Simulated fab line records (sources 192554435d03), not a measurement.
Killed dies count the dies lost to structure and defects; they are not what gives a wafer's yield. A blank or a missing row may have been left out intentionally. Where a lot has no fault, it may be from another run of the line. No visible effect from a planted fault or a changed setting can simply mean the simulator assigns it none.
The tool behind it: which one? | flow n5 finfet | Sampling: 11 lots, 33 wafers, 6 of 1938 route steps

WHAT THE GAUGES SHOWED, per wafer
N5_BEOL_M12_OVL_MEAS_11.
lot  | measured     | on         | V11_OVL (nm)
L076 | day 10 11:14 | overlay-01 | 6 -12 1
L077 | day 11 12:17 | overlay-02 | -5 -8 -4
L081 | day 11 21:38 | overlay-02 | -8 -9 -4
L080 | day 11 22:05 | overlay-02 | -4 1 3
L083 | day 12 21:57 | overlay-02 | 3 6 1
L086 | day 13 15:42 | overlay-01 | 6 5 0
L087 | day 13 20:28 | overlay-01 | 3 0 3
L092 | day 14 18:34 | overlay-01 | 15 4 6
L090 | day 14 18:42 | overlay-02 | 9 5 5
L094 | day 15 07:15 | overlay-01 | 6 2 -2
L096 | day 16 09:22 | overlay-02 | 2 0 0

EACH LOT AND THE TOOL THAT RAN IT (in order: tool; ch and the chambers of the sampled wafers; start)
lot  | N5_BEOL_M10_STRIP_77                          | N5_BEOL_M11_HM_OPEN_17            | N5_BEOL_M11_STRIP_77                          | N5_BEOL_M11_CMP_52            | N5_BEOL_M12_ILD_DEP_00
L076 | rie diel-05 ch 1,2,3, day 10 06:08 or earlier | rie metal-02 ch 1, day 10 06:08   | rie diel-04 ch 0,1,2, day 10 10:12 or earlier | cmp-04 ch 2,3, day 10 10:12   | pecvd-01 ch 1,2, day 10 10:39
L077 | rie diel-05 ch 0,1,2, day 11 07:17 or earlier | rie metal-02 ch 0,1, day 11 07:17 | rie diel-01 ch 2,3, day 11 11:11 or earlier   | cmp-04 ch 0,1,2, day 11 11:11 | pecvd-04 ch 0,1, day 11 11:40
L081 | rie diel-05 ch 0,2, day 11 14:48 or earlier   | rie metal-01 ch 0,1, day 11 14:48 | rie diel-04 ch 0,2,3, day 11 20:27 or earlier | cmp-04 ch 1,2,3, day 11 20:27 | pecvd-01 ch 0,1, day 11 21:10
L080 | rie diel-03 ch 0,3, day 11 15:11 or earlier   | rie metal-03 ch 1, day 11 15:11   | rie diel-02 ch 0,1,3, day 11 20:55 or earlier | cmp-02 ch 0,2, day 11 20:55   | pecvd-01 ch 0, day 11 21:27
L083 | rie diel-05 ch 0,1,3, day 12 14:51 or earlier | rie metal-03 ch 0,1, day 12 14:51 | rie diel-01 ch 0,1,3, day 12 20:55 or earlier | cmp-01 ch 0,1,3, day 12 20:55 | pecvd-03 ch 1,2, day 12 21:22
L086 | rie diel-05 ch 0,1,2, day 13 10:43 or earlier | rie metal-03 ch 0,1, day 13 10:43 | rie diel-02 ch 0,1,2, day 13 14:45 or earlier | cmp-02 ch 0,1,3, day 13 14:45 | pecvd-01 ch 0,2, day 13 15:14
L087 | rie diel-03 ch 2,3, day 13 14:11 or earlier   | rie metal-03 ch 0,1, day 13 14:11 | rie diel-01 ch 2,3, day 13 19:29 or earlier   | cmp-01 ch 1,2,3, day 13 19:29 | pecvd-01 ch 0,2, day 13 19:52
L092 | rie diel-06 ch 0,1,3, day 14 09:47 or earlier | rie metal-03 ch 0,1, day 14 09:47 | rie diel-02 ch 0,1, day 14 17:29 or earlier   | cmp-01 ch 0,1,3, day 14 17:29 | pecvd-03 ch 0,1, day 14 17:58
L090 | rie diel-05 ch 0,2,3, day 14 10:08 or earlier | rie metal-03 ch 0,1, day 14 10:08 | rie diel-02 ch 0,3, day 14 17:47 or earlier   | cmp-01 ch 1,2,3, day 14 17:47 | pecvd-01 ch 0,1, day 14 18:14
L094 | rie diel-06 ch 0,1, day 15 03:04 or earlier   | rie metal-01 ch 0,1, day 15 03:04 | rie diel-04 ch 1,3, day 15 06:17 or earlier   | cmp-04 ch 0,1,3, day 15 06:17 | pecvd-01 ch 0,1,2, day 15 06:47
L096 | rie diel-03 ch 0,2,3, day 16 03:52 or earlier | rie metal-02 ch 0,1, day 16 03:52 | rie diel-01 ch 0,1, day 16 08:19 or earlier   | cmp-02 ch 0,2,3, day 16 08:19 | pecvd-03 ch 0,2, day 16 08:46
- N5_BEOL_M10_STRIP_77: strips in N2/H2, time 10 s.
- N5_BEOL_M11_HM_OPEN_17: chemistry Cl2/BCl3, target TiN, target depth 20 nm, overetch 6 nm.
- N5_BEOL_M11_STRIP_77: strips in N2/H2, time 10 s.
- N5_BEOL_M11_CMP_52: polishes, stops on SiCOH lowk, t overpolish 7 s, target thk 140 nm.
- N5_BEOL_M12_ILD_DEP_00: deposits SiOC from DEMS/O2, target thk 658.92 nm, time 130.7 s.

THE ANSWER, worked out from the rows above alone
Rule: usual is defined by the lots themselves. Put in order of their means at a reading, lots are off if they are a third of the lots or fewer, leave a main group of 4 or more, and stand apart from it by a gap of 3 or more times the standard deviation of the main group's means; of several such gaps the widest counts. A main group whose means are all the same, to the digits that the tables above print for the reading, isn't used. A lot without any number at a reading at which 4 lots or more have one is off too. Where the step has rows for the other lots, those lots are counted as sound.
No lot is off at any reading shown: from this, nothing can be told.

WHAT HAD BEEN PUT IN BY THE SIMULATOR
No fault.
